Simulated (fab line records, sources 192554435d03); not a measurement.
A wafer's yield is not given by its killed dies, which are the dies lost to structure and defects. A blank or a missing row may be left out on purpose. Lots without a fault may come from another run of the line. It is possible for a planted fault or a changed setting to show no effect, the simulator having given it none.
Split-lot study ; flow n5-finfet ; 21 wafers read across 7 lots, on a route 1938 steps long

== THE SPLIT ==
At N5_BEOL_M5_ETCH_68 (etches SOC in N2/H2, target depth 80 nm, overetch 16 nm, time 120 s), the setting bias-w was moved away from the recipe's 150 W on 8 of the 21 wafers read, by -17.7% to +10.3%. This setting was run at the recipe's value on the other wafers.

The split's own step is where the reading is taken.

== THE READING ==
rf-vpp-V, in V, at N5_BEOL_M5_ETCH_68 (etches SOC in N2/H2, target depth 80 nm, overetch 16 nm, time 120 s). A value of 522.8 V with a standard deviation of 2.7 V is what fault-free wafers of this fab line usually give.

wafer;tool, chamber at the split;bias-w as run, W;against the recipe;rf-vpp-V, V;against lot-mates on the recipe
L086.1;rie-diel-06, 3;126.3;-15.8%;472.2;-48.6
L086.2;rie-diel-06, 0;126.3;-15.8%;469.6;-51.2
L086.4;rie-diel-06, 1;150;recipe;520.8;-
L085.1;rie-diel-03, 2;150;recipe;524.5;-
L085.2;rie-diel-03, 3;123.5;-17.7%;461.1;-63.4
L085.3;rie-diel-03, 0;123.5;-17.7%;459.2;-65.3
L088.3;rie-diel-06, 2;165.5;+10.3%;558.2;+33.2
L088.4;rie-diel-06, 0;150;recipe;524.1;-
L088.6;rie-diel-06, 3;150;recipe;526.0;-
L089.1;rie-diel-04, 1;150;recipe;525.7;-
L089.4;rie-diel-04, 0;150;recipe;521.7;-
L089.6;rie-diel-04, 1;150;recipe;524.7;-
L091.2;rie-diel-03, 0;150;recipe;518.4;-
L091.3;rie-diel-03, 3;136.9;-8.7%;491.8;-26.8
L091.5;rie-diel-03, 0;150;recipe;518.8;-
L090.1;rie-diel-03, 1;138.9;-7.4%;498.3;-27.7
L090.4;rie-diel-03, 2;150;recipe;526.0;-
L090.6;rie-diel-03, 3;138.9;-7.4%;496.4;-29.6
L096.4;rie-diel-03, 0;150;recipe;517.4;-
L096.5;rie-diel-03, 1;150;recipe;521.6;-
L096.6;rie-diel-03, 2;150;recipe;527.3;-

THE FIT
A straight line over all 21 wafers: rf-vpp-V changes by +3.44 V for each +1% of bias-w; r = +0.99; the points scatter about the line by 2.9 V.
The same after taking each lot's own level away (the mean of its wafers on the recipe; 21 wafers): +3.41 V for each +1%; r = +0.99; scatter 3 V.
On that fit, the largest move of bias-w shifts the reading by 60 V.
Across the lots, their own levels run from 518.60 to 526.00 V, a range of 2.7 times the standard deviation given above.
Consequently the slope shifts little with the lot-to-lot level, the two slopes agreeing.
Check: -59.7 V against its lot-mates is what the line predicts for one of the wafers moved furthest among these (-17.7%) when that wafer is left out of the fit. Against them it came out at -63.4 V.
Tool readings at the split's step, against how far the setting was moved: rf-vpp-V r = +0.99.

== OTHER SPLITS ON THESE WAFERS ==
These wafers also went through other splits before the reading. Each is held against what the fit with the lots' levels taken away leaves over:
other split on the same wafers;wafers away from the commonest value;r with rf-vpp-V (lot level and that fit taken away)
N5_BEOL_M2_COAT_22 spin-rpm;9;+0.21
N5_BEOL_M3_ILD_DEP_00 time-s;11;+0.12
N5_BEOL_M3_ETCH_41 target-depth-a;4;-0.17
N5_BEOL_M4_ILD_DEP_00 time-s;6;-0.31
N5_BEOL_M4_COAT_62 spin-rpm;8;+0.07
N5_BEOL_M4_DESCUM_33 time-s;6;-0.10

== THE WHOLE CHAIN: every reading that the file lists as answering this split, in the file's order ==
step;what it does;reading;change (the file's fit);r (the file's)
N5_BEOL_M5_ETCH_68;etches SOC in N2/H2, target depth 80 nm, overetch 16 nm, time 120 s;rf-vpp-V;+3.39 V for each +1% of the setting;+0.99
N5_BEOL_M5_ETCH_68;etches SOC in N2/H2, target depth 80 nm, overetch 16 nm, time 120 s;SiARC_of_BEOL_M5_COAT_66.thk-nm (the simulator's own value, which no gauge read);-0.0778 nm for each +1% of the setting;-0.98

== FILE'S OWN FIT ==
rf-vpp-V changes by +3.39 V for each +1% of bias-w, r = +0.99.
